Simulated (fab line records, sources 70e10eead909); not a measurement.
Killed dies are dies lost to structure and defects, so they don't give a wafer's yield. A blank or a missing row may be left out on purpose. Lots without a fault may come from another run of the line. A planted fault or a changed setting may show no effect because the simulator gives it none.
A struck lot beside a sound one | flow nand_harc | 20 steps out of a route of 1302
Sound: wafers L294.4, L294.5, L294.6. Struck: wafers L306.1, L306.2, L306.4. The cause comes at the end.
At each step with rows: each side's tool, then ch and its chambers, then its first start. Under that, the readings that differ: sound wafers | struck wafers | difference of the means | sigmas: that difference in standard deviations of wafers without a fault.
alike: readings whose means differ by less than 2 such deviations, and words and numbers that are the same on both sides. not compared: withheld readings, readings that some wafer has no value for, bounds like >300 that may hide the same value, and numbers for which the record gives no deviation and whose values overlap.
The two part at a step that has a row with sigmas, a row that says differs or no value, or rows on one side only. Numbers that don't overlap but have no deviation are shown without sigmas and don't part them. A reading that every wafer of one side lacks parts them only if that side has two wafers or more.

first, 2 steps without rows for these wafers: NHARC_A_STAIRCASE_HARDBAKE_442 (time 140 s); NHARC_A_STAIRCASE_DESCUM_443 (chemistry O2, time 3 s).
NHARC_A_STAIRCASE_ETCH_444: etches the open film in C4F8/O2, target depth 20400 nm, time 6800 s.
  sound on rie_diel-06 ch 1,2, day 21 14:59; struck on rie_diel-06 ch 0,2,3, day 27 11:57
  alike: oes_product_au, rf_vpp_V
  not compared: rf_hours_counter_h
NHARC_A_STAIRCASE_STRIP_446: strips in O2.
  sound on plasma_asher-01 ch 0,1, day 21 19:31; struck on plasma_asher-02 ch 0,1, day 27 16:22
  alike: drypump_motor_current_A, heater_power_w
  not compared: rf_hours_counter_h
then, 3 steps without rows for these wafers: NHARC_A_STAIRCASE_STRIP_447 (strips in SPM, time 900 s); NHARC_A_STAIRCASE_PRECLEAN_448 (cleans in SC1); NHARC_A_STAIRCASE_SRD_449.
NHARC_A_STAIRCASE_CMP_450: polishes SiO2, target thk 200 nm.
  sound on cmp-04 ch 0,3, day 21 20:11; struck on cmp-01 ch 1,2,3, day 27 17:09
  alike: motor_current_A, slurry_filter_dp_kPa
  not compared: pad_life_wafers
then, 2 steps without rows for these wafers: NHARC_A_STAIRCASE_CMP_152 (polishes); NHARC_A_STAIRCASE_SRD_154.
NHARC_A_STAIRCASE_ETCH_403: etches SiO2 in dHF, target depth 108.2 nm.
  sound on wet_bench-06 ch 0,1,6, day 21 20:34; struck on wet_bench-06 ch 0,1,6, day 27 17:33
then, 3 steps without rows for these wafers: NHARC_A_STAIRCASE_ETCHBACK_422 (etches the open film in CH3F/O2, target depth 40 nm, time 74.286 s); NHARC_A_STAIRCASE_ETCH_423 (etches SiO2 in dHF, target depth 30 nm); NHARC_A_STAIRCASE_ETCHBACK_157 (etches the open film in CH3F/O2, target depth 90 nm, time 167.14 s).
NHARC_A_STAIRCASE_STRIP_475: strips in O2, time 20 s.
  sound on rie_diel-02 ch 2,3; struck on rie_diel-09 ch 0,1,2
  alike: drypump_motor_current_A, oes_product_au, rf_vpp_V, showerhead_plenum_p_Torr, throttle_valve_pct
  not compared: rf_hours_counter_h
then, 3 steps without rows for these wafers: NHARC_A_STAIRCASE_DEP_471 (deposits SiO2, target thk 100 nm); NHARC_A_STAIRCASE_CMP_472 (polishes SiO2); NHARC_A_STAIRCASE_SRD_474.
NHARC_A_SGD_CUT_DEP_00: deposits SiNx, target thk 50 nm.
  sound on pecvd-04 ch 1,2, day 21 22:52; struck on pecvd-03 ch 0,1,2, day 28 00:14
  reading | sound | struck                                                                     | difference                   | sigmas
  hold    | - - - | await_dispo/4.7h/release await_dispo/4.7h/release await_dispo/4.7h/release | no value on the sound wafers |
  alike: heater_power_w
-- the record jumps here: 6 days lie between the struck wafers' starts before and after (it left off in module A_SGD_CUT and takes up again in module END, whose first step shown is number 1302 of the route) --
NHARC_END_SORT_01:
  sound on prober-01 ch 0, day 27 05:57; struck on prober-02 ch 0, day 33 13:17
  reading         | sound | struck      | difference | sigmas
  killed_at_array | 62    | 144 119 128 | +68        | +4
  killed_dies     | 63    | 146 128 133 | +73        | +5
  alike: killed_at_other, killed_at_periphery, killed_open, killed_short

WHERE THEY PART
First at NHARC_A_SGD_CUT_DEP_00; last, within this record, at NHARC_END_SORT_01.

WHY: what the simulator had put in
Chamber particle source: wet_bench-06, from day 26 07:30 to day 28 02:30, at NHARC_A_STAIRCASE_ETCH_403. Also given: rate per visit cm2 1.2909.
